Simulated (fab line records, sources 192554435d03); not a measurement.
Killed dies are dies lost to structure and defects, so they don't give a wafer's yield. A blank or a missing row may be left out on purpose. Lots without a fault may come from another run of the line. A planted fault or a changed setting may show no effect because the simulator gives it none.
A struck lot beside a sound one | flow n5_finfet | 38 steps out of a route of 1938
Sound: wafers L524.1, L524.3, L524.5. Struck: wafers L521.1, L521.5, L521.6. The cause comes at the end.
At each step with rows: each side's tool, then ch and its chambers, then its first start. Under that, the readings that differ: sound wafers | struck wafers | difference of the means | sigmas: that difference in standard deviations of wafers without a fault.
alike: readings whose means differ by less than 2 such deviations, and words and numbers that are the same on both sides. not compared: withheld readings, readings that some wafer has no value for, bounds like >300 that may hide the same value, and numbers for which the record gives no deviation and whose values overlap.
The two part at a step that has a row with sigmas, a row that says differs or no value, or rows on one side only. Numbers that don't overlap but have no deviation are shown without sigmas and don't part them. A reading that every wafer of one side lacks parts them only if that side has two wafers or more.

first, 9 steps without rows for these wafers: N5_BEOL_M4_ANNEAL_95 (time 240 s); N5_BEOL_M4_SPUTTER_96 (material Cu, target thk 4.5 nm, time 8.29 s); N5_BEOL_M4_ECD_50 (material Cu, target thk 300 nm); N5_BEOL_M4_ANNEAL_51 (time 90 s); N5_BEOL_M4_CMP_52 (polishes, stops on SiOC, t overpolish 6.8 s, target thk 40 nm); N5_BEOL_M4_PRE_CLEAN_60 (time 15 s); N5_BEOL_M4_CO_CAP_55 (material Co, precursor CCTBA/H2, target thk 2 nm, time 102.1 s); N5_BEOL_M4_PRE_CLEAN_56 (time 15 s); N5_BEOL_M4_DEP_57 (deposits SiCN from 3MS/NH3, target thk 8 nm, time 14 s).
N5_BEOL_M4_RC_MEAS_101:
  sound on prober-01 ch 0, day 14 20:55; struck on prober-02 ch 0, day 14 18:13
  reading       | sound          | struck         | difference | sigmas
  DIBL_N (mV/V) | 36.1 37.9 38.9 | 33.8 33.5 33.9 | -3.9       | -2
  alike: DIBL_P, IOFF_N, IOFF_P, ION_N, ION_P, SS_N, SS_P, VT_N, VT_P
then, 24 steps without rows for these wafers: N5_BEOL_M5_ILD_DEP_00 (deposits SiCOH lowk from DEMS/porogen, target thk 140.64 nm, time 25.9 s); N5_BEOL_M5_CURE_79 (cures SiCOH lowk, time 240 s); N5_BEOL_M5_PECVD_70 (deposits SiO2 from TEOS/O2, target thk 16 nm, time 18 s); N5_BEOL_M5_HM_DEP_02 (deposits TiN, target thk 20 nm); N5_BEOL_M5_COAT_59 (time 60 s, resist thk 60 nm); N5_BEOL_M5_COAT_60 (time 60 s, resist thk 12 nm); N5_BEOL_M5_COAT_71 (time 60 s, resist thk 5 nm); N5_BEOL_M5_COAT_05 (resist thk 30 nm); N5_BEOL_M5_EBR_07; N5_BEOL_M5_SOFTBAKE_06 (time 60 s); N5_BEOL_M5_EXPOSE_08 (exposes mask M5, target cd 28 nm); N5_BEOL_M5_PEB_09 (peb time 60 s); N5_BEOL_M5_DEVELOP_10 (develop time 30 s); N5_BEOL_M5_DESCUM_16 (chemistry O2, time 7 s); N5_BEOL_M5_ETCH_72 (etches underlayer in N2/H2, target depth 6.5 nm, time 5.2 s); N5_BEOL_M5_ETCH_61 (etches SiARC in CF4, target depth 15.6 nm, time 26 s); N5_BEOL_M5_ETCH_62 (etches SOC in N2/H2, target depth 75 nm, overetch 15 nm, time 112.5 s); N5_BEOL_M5_STRIP_63 (strips in N2/H2); N5_BEOL_M5_STRIP_73 (strips in N2/H2); N5_BEOL_M5_STRIP_64 (strips in CF4); N5_BEOL_M5_HM_OPEN_17 (chemistry Cl2/BCl3, target TiN, target depth 20 nm, overetch 6 nm); N5_BEOL_M5_STRIP_19 (strips in O2); N5_BEOL_M5_COAT_65 (time 60 s, resist thk 60 nm); N5_BEOL_M5_COAT_66 (time 60 s, resist thk 12 nm).
-- the record jumps here: 2 days lie between the struck wafers' starts before and after (it left off in module BEOL_M5 and takes up again in module BEOL_M11, whose first step shown is number 1578 of the route) --
N5_BEOL_M11_TRENCH_ETCH_37: etches SiCOH lowk in C4F6/O2, target depth 148.83 nm, time 48 s.
  sound on rie_diel-06 ch 0,2,3, day 17 15:49; struck on rie_diel-06 ch 0,1,2, day 17 05:37
  no value came back on the struck wafers for any of 7 readings (C4F6_flow_sccm (sccm), O2_flow_sccm (sccm) and others); on the sound wafers C4F6_flow_sccm (sccm) reads 9.964 9.945 10.031
  reading                                     | sound        | struck         | difference | sigmas
  model.TiN_of_BEOL_M11_HM_DEP_02.thk_nm (nm) | 15.8 15.6 16 | 19.4 19.6 19.4 | +3.7       |
  not compared: rf_hours_counter_h
N5_BEOL_M11_OCD_MEAS_38:
  sound on ocd-01, day 17 15:59; struck on ocd-01, day 17 05:48
  reading              | sound       | struck | difference | sigmas
  trench_depth_nm (nm) | 152 155 152 | 0 0 0  | -153       | -40
N5_BEOL_M11_CMP_52: polishes, stops on SiCOH lowk, t overpolish 7 s, target thk 140 nm.
  sound on cmp-02 ch 1,2,3, day 17 19:26; struck on cmp-03 ch 0,1,2, day 17 07:50
  reading                                 | sound             | struck | difference | sigmas
  model.Cu_of_BEOL_M11_ECD_50.thk_nm (nm) | 144.4 147.2 142.6 | 0 0 0  | -145       |
  alike: clearing_platen_rpm, motor_current_A
N5_PASSIVATION_PROBE_49:
  the record has rows for the struck wafers here (prober-02, day 19 02:46) and none for the sound ones

WHERE THEY PART
First at N5_BEOL_M4_RC_MEAS_101; last, within this record, at N5_PASSIVATION_PROBE_49.

WHY: what the simulator had put in
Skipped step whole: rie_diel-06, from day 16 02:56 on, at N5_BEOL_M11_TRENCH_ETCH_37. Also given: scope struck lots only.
